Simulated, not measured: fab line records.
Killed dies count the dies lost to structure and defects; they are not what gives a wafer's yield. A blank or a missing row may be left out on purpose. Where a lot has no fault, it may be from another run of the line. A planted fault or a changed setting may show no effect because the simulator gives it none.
What tool caused it? -- flow n5-finfet -- 24 lots, 72 wafers sampled, at 4 steps of a route of 1938

WHAT THE GAUGES READ, wafer by wafer
N5_WELL_APT_INSPECT_10: inspects for defects (macro). Usual: raw-defect-count reads 2 (standard deviation 1.4).
lot,measured,on,raw-defect-count,flag
L074,day 1 13:52,defect-inspect-02,2 3 1,
L075,day 1 19:52,defect-inspect-02,0 1 0,
L076,day 2 01:48,defect-inspect-01,0 7 1,
L077,day 2 07:44,defect-inspect-02,5 2 1,
L078,day 2 13:38,defect-inspect-01,0 0 4,
L079,day 2 19:50,defect-inspect-01,1 5 4,
L080,day 3 02:05,defect-inspect-01,1 2 1,
L081,day 3 08:02,defect-inspect-02,1 3 2,
L082,day 3 13:44,defect-inspect-02,2 3 3,
L083,day 3 19:59,defect-inspect-02,2 1 4,
L084,day 4 02:19,defect-inspect-01,1 2 1,
L085,day 4 07:47,defect-inspect-02,3 2 3,
L086,day 4 13:52,defect-inspect-01,2 3 1,
L087,day 4 19:44,defect-inspect-01,5 2 3,
L088,day 5 01:52,defect-inspect-02,3 1 4,
L089,day 5 07:46,defect-inspect-02,1 3 1,
L090,day 5 14:08,defect-inspect-01,0 2 2,
L091,day 5 19:46,defect-inspect-01,4 2 1,
L092,day 6 01:49,defect-inspect-02,2 2 2,
L093,day 6 07:45,defect-inspect-02,1 1 1,
L094,day 6 13:52,defect-inspect-02,4 3 2,
L095,day 6 19:39,defect-inspect-02,1 3 0,
L096,day 7 02:01,defect-inspect-01,3 1 0,
L097,day 7 07:44,defect-inspect-02,2 1 4,

N5_WELL_APT_OVL_MEAS_26. Usual: PWELL_OVL gives -3 nm (standard deviation 5.8).
lot,measured,on,PWELL_OVL (nm),flag
L074,day 1 14:58,overlay-01,-7 -1 -8,
L075,day 1 21:23,overlay-01,-4 -5 -6,
L076,day 2 03:04,overlay-01,-6 9 7,
L077,day 2 09:00,overlay-01,-9 0 -8,
L078,day 2 14:52,overlay-01,1 2 -7,
L079,day 2 21:20,overlay-01,-7 -3 -3,
L080,day 3 03:35,overlay-01,-6 0 -10,
L081,day 3 09:07,overlay-02,-4 -5 -4,
L082,day 3 14:58,overlay-01,-8 -8 -8,
L083,day 3 21:04,overlay-01,-14 -3 -11,
L084,day 4 03:26,overlay-01,4 10 6,
L085,day 4 09:01,overlay-02,-1 1 -3,
L086,day 4 15:08,overlay-02,3 -17 8,
L087,day 4 20:58,overlay-01,-15 -7 -6,
L088,day 5 02:58,overlay-02,-8 5 -6,
L089,day 5 09:01,overlay-02,3 1 -4,
L090,day 5 15:17,overlay-01,-1 -7 -16,
L091,day 5 20:52,overlay-01,7 6 4,
L092,day 6 03:16,overlay-02,-8 3 -9,
L093,day 6 10:04,overlay-01,1 -3 -5,
L094,day 6 15:07,overlay-01,5 5 -11,
L095,day 6 20:44,overlay-02,-9 -3 2,
L096,day 7 03:07,overlay-01,-6 -3 -4,
L097,day 7 08:54,overlay-01,-2 -2 -5,

N5_WELL_APT_INSPECT_27: inspects for defects (macro). Usual: raw-defect-count reads 2.1 (standard deviation 1.3).
lot,measured,on,raw-defect-count,flag
L074,day 1 14:59,defect-inspect-02,5 1 2,
L075,day 1 21:25,defect-inspect-01,1 1 5,
L076,day 2 03:05,defect-inspect-01,5 1 2,
L077,day 2 09:01,defect-inspect-02,1 3 0,
L078,day 2 14:54,defect-inspect-01,2 0 0,
L079,day 2 21:22,defect-inspect-01,2 2 1,
L080,day 3 03:37,defect-inspect-01,3 0 3,
L081,day 3 09:09,defect-inspect-02,3 1 5,
L082,day 3 14:59,defect-inspect-01,2 4 3,
L083,day 3 21:05,defect-inspect-02,2 1 1,
L084,day 4 03:28,defect-inspect-02,2 3 2,
L085,day 4 09:02,defect-inspect-01,1 4 2,
L086,day 4 15:10,defect-inspect-02,4 2 0,
L087,day 4 20:59,defect-inspect-01,2 4 1,
L088,day 5 02:59,defect-inspect-02,1 2 2,
L089,day 5 09:02,defect-inspect-02,3 3 4,
L090,day 5 15:19,defect-inspect-01,5 3 2,
L091,day 5 20:53,defect-inspect-01,2 2 3,
L092,day 6 03:17,defect-inspect-02,3 2 1,
L093,day 6 10:05,defect-inspect-02,3 0 2,
L094,day 6 15:08,defect-inspect-02,2 1 1,
L095,day 6 20:46,defect-inspect-02,4 0 0,
L096,day 7 03:08,defect-inspect-01,3 5 3,
L097,day 7 08:56,defect-inspect-01,4 2 2,

TOOL THAT RAN EACH LOT (tool first, then ch and the chambers of the sampled wafers, then the start)
lot,N5_ZERO_LAYER_DESCUM_16
L074,"rie-diel-02 ch 0,1,2, day 1 12:49"
L075,"rie-diel-02 ch 1,2,3, day 1 18:48"
L076,"rie-diel-03 ch 0,1,3, day 2 00:44"
L077,"rie-diel-04 ch 0,2,3, day 2 06:41"
L078,"rie-diel-03 ch 2,3, day 2 12:42"
L079,"rie-diel-03 ch 1,2,3, day 2 18:46"
L080,"rie-diel-04 ch 0,2,3, day 3 01:01"
L081,"rie-diel-03 ch 0,1,2, day 3 07:06"
L082,"rie-diel-03 ch 0,2,3, day 3 12:41"
L083,"rie-diel-02 ch 0,1,3, day 3 19:03"
L084,"rie-diel-03 ch 1,2, day 4 01:16"
L085,"rie-diel-02 ch 0,2,3, day 4 06:42"
L086,"rie-diel-02 ch 0,1,2, day 4 12:41"
L087,"rie-diel-02 ch 2,3, day 4 18:48"
L088,"rie-diel-04 ch 0,1,2, day 5 00:48"
L089,"rie-diel-02 ch 2,3, day 5 06:48"
L090,"rie-diel-04 ch 0,2,3, day 5 13:04"
L091,"rie-diel-02 ch 0,1,2, day 5 18:41"
L092,"rie-diel-04 ch 0,2,3, day 6 00:46"
L093,"rie-diel-04 ch 0,2,3, day 6 06:41"
L094,"rie-diel-03 ch 0,1,3, day 6 12:49"
L095,"rie-diel-04 ch 0,2,3, day 6 18:43"
L096,"rie-diel-02 ch 1,3, day 7 00:49"
L097,"rie-diel-03 ch 1,2,3, day 7 06:49"
- N5_ZERO_LAYER_DESCUM_16: chemistry O2, time 7.9 s.

AS READ BY THE TOOLS THEMSELVES (means over the sampled wafers that have a number; for cases with no such wafer, the mark the record gives instead)
N5_ZERO_LAYER_DESCUM_16. Usual: drypump-motor-current-A 5.8 A, standard deviation 0.43; oes-product-au 0.75 a.u., standard deviation 0.051; rf-vpp-V 242.9 V, standard deviation 1.3; showerhead-plenum-p-Torr 2.07 Torr, standard deviation 0.068; throttle-valve-pct 20.38 %, standard deviation 0.22.
lot,tool,drypump-motor-current-A (A),oes-product-au (a.u.),rf-vpp-V (V),showerhead-plenum-p-Torr (Torr),throttle-valve-pct (%),flag
L074,rie-diel-02,5.5,0.77,242.7,2.04,20.24,
L075,rie-diel-02,5.7,0.74,242.4,2.06,20.10,
L076,rie-diel-03,5.6,0.78,242.8,2.07,20.45,
L077,rie-diel-04,5.7,0.73,243.1,2.08,20.57,
L078,rie-diel-03,6.2,0.82,243.0,2.03,20.34,
L079,rie-diel-03,5.7,0.77,243.7,2.07,20.38,
L080,rie-diel-04,5.7,0.73,243.4,2.08,20.56,
L081,rie-diel-03,5.7,0.74,242.8,2.06,20.43,
L082,rie-diel-03,6.2,0.80,242.2,2.02,20.40,
L083,rie-diel-02,5.9,0.76,242.4,2.07,20.20,
L084,rie-diel-03,5.2,0.71,244.4,2.10,20.41,
L085,rie-diel-02,5.7,0.72,244.3,2.11,20.35,
L086,rie-diel-02,5.5,0.75,242.8,2.04,20.26,
L087,rie-diel-02,5.5,0.69,243.9,2.10,20.27,
L088,rie-diel-04,5.8,0.72,242.9,2.11,20.49,
L089,rie-diel-02,5.9,0.69,244.0,2.12,20.22,
L090,rie-diel-04,5.7,0.72,242.8,2.07,20.62,
L091,rie-diel-02,5.5,0.74,242.2,2.03,20.27,
L092,rie-diel-04,5.7,0.70,243.2,2.07,20.61,
L093,rie-diel-04,5.7,0.71,243.0,2.07,20.62,
L094,rie-diel-03,5.7,0.75,242.5,2.06,20.49,
L095,rie-diel-04,5.7,0.70,243.1,2.07,20.62,
L096,rie-diel-02,5.9,0.75,242.3,2.00,20.01,
L097,rie-diel-03,5.7,0.74,241.8,2.06,20.41,

THE ANSWER, worked out from the rows above alone
Rule: a lot is off if the mean of its wafers that have a number lies more than 3 standard deviations from the usual mean. A lot without any number at a reading at which 4 lots or more have one is off too. The other lots that the step has rows for count as sound. After the gauges, taken in route order, come the tools' own readings; for these a lot's mean is taken, as printed above. The first step at which some lot is off is used, and at that step the reading that is off furthest; a lot without a number counts as furthest.
No lot is off at any reading shown: from this, nothing can be told.

WHAT THE SIMULATOR PUT IN
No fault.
